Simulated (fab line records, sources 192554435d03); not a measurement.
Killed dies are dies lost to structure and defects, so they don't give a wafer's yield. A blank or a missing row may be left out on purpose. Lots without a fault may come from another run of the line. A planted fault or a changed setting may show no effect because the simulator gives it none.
Chamber matching | flow n5_finfet | N5_BEOL_M2_ETCH_77 on rie_diel-01: 4 sister chambers
The step etches underlayer in N2/H2, target depth 6.5 nm, time 5.2 s. 27 wafers are shown with their chamber, then 12 later ones without.

WAFERS WITH THEIR CHAMBER
wafer  | chamber | drypump_motor_current_A (A) | showerhead_plenum_p_Torr (Torr) | throttle_valve_pct (%)
L075.1 | 3       | 5.8                         | 2.61                            | 17.66
L075.2 | 1       | 4.9                         | 2.50                            | 17.52
L075.4 | 2       | 5.5                         | 2.54                            | 17.73
L076.1 | 1       | 4.8                         | 2.50                            | 17.52
L076.2 | 2       | 5.5                         | 2.54                            | 17.71
L076.4 | 1       | 4.9                         | 2.50                            | 17.53
L078.1 | 0       | 5.4                         | 2.62                            | 17.99
L078.2 | 3       | 5.8                         | 2.60                            | 17.69
L078.3 | 1       | 4.8                         | 2.49                            | 17.55
L077.1 | 0       | 5.3                         | 2.62                            | 18.01
L077.5 | 0       | 5.3                         | 2.62                            | 18.02
L077.6 | 1       | 4.9                         | 2.49                            | 17.52
L079.1 | 3       | 5.8                         | 2.60                            | 17.70
L079.2 | 2       | 5.5                         | 2.53                            | 17.76
L079.3 | 1       | 4.9                         | 2.49                            | 17.53
L081.1 | 0       | 5.4                         | 2.61                            | 18.01
L081.2 | 3       | 5.8                         | 2.60                            | 17.69
L081.6 | 3       | 5.8                         | 2.60                            | 17.70
L085.3 | 3       | 5.8                         | 2.60                            | 17.74
L085.4 | 2       | 5.5                         | 2.53                            | 17.77
L085.5 | 1       | 4.8                         | 2.49                            | 17.55
L086.2 | 2       | 5.5                         | 2.53                            | 17.78
L086.5 | 1       | 4.9                         | 2.49                            | 17.55
L086.6 | 2       | 5.5                         | 2.53                            | 17.76
L089.1 | 0       | 5.3                         | 2.61                            | 18.02
L089.3 | 2       | 5.5                         | 2.52                            | 17.77
L089.6 | 2       | 5.5                         | 2.52                            | 17.78

SIGNATURES (means of the wafers above)
reading                  | chamber 0 | chamber 1 | chamber 2 | chamber 3 | scatter within a chamber
drypump_motor_current_A  | 5.340     | 4.862     | 5.500     | 5.800     | 0.0366
showerhead_plenum_p_Torr | 2.6160    | 2.4938    | 2.5300    | 2.6017    | 0.00586
throttle_valve_pct       | 18.0100   | 17.5338   | 17.7575   | 17.6967   | 0.0205
Rule: a wafer's distance from a chamber is the root of the sum, over the readings, of the square of ((its reading less the chamber's mean) divided by the reading's scatter). The wafer belongs to the nearest chamber; if the next one is less than 2 further off, it can't be placed. The scatter: the root of (the sum of the squares of (reading less its chamber's mean) over the shown wafers, divided by (wafers less chambers)).

WAFERS WITHOUT THEIR CHAMBER
wafer  | drypump_motor_current_A (A) | showerhead_plenum_p_Torr (Torr) | throttle_valve_pct (%)
L091.1 | 5.4                         | 2.61                            | 18.05
L091.5 | 5.8                         | 2.59                            | 17.74
L091.6 | 5.4                         | 2.61                            | 18.05
L092.1 | 5.5                         | 2.52                            | 17.81
L092.2 | 5.7                         | 2.59                            | 17.74
L092.3 | 5.4                         | 2.60                            | 18.05
L094.2 | 4.9                         | 2.48                            | 17.60
L094.4 | 5.4                         | 2.60                            | 18.07
L094.6 | 5.5                         | 2.52                            | 17.80
L095.1 | 5.3                         | 2.60                            | 18.06
L095.4 | 4.8                         | 2.48                            | 17.60
L095.6 | 5.5                         | 2.52                            | 17.81

WHICH CHAMBER EACH WENT THROUGH
wafer  | from the rows above | in truth
L091.1 | 0                   | 0
L091.5 | 3                   | 3
L091.6 | 0                   | 0
L092.1 | 2                   | 2
L092.2 | 3                   | 3
L092.3 | 0                   | 0
L094.2 | 1                   | 1
L094.4 | 0                   | 0
L094.6 | 2                   | 2
L095.1 | 0                   | 0
L095.4 | 1                   | 1
L095.6 | 2                   | 2
Placed correctly: 12 of 12. Can't be placed from these rows: 0. Placed wrongly: 0.
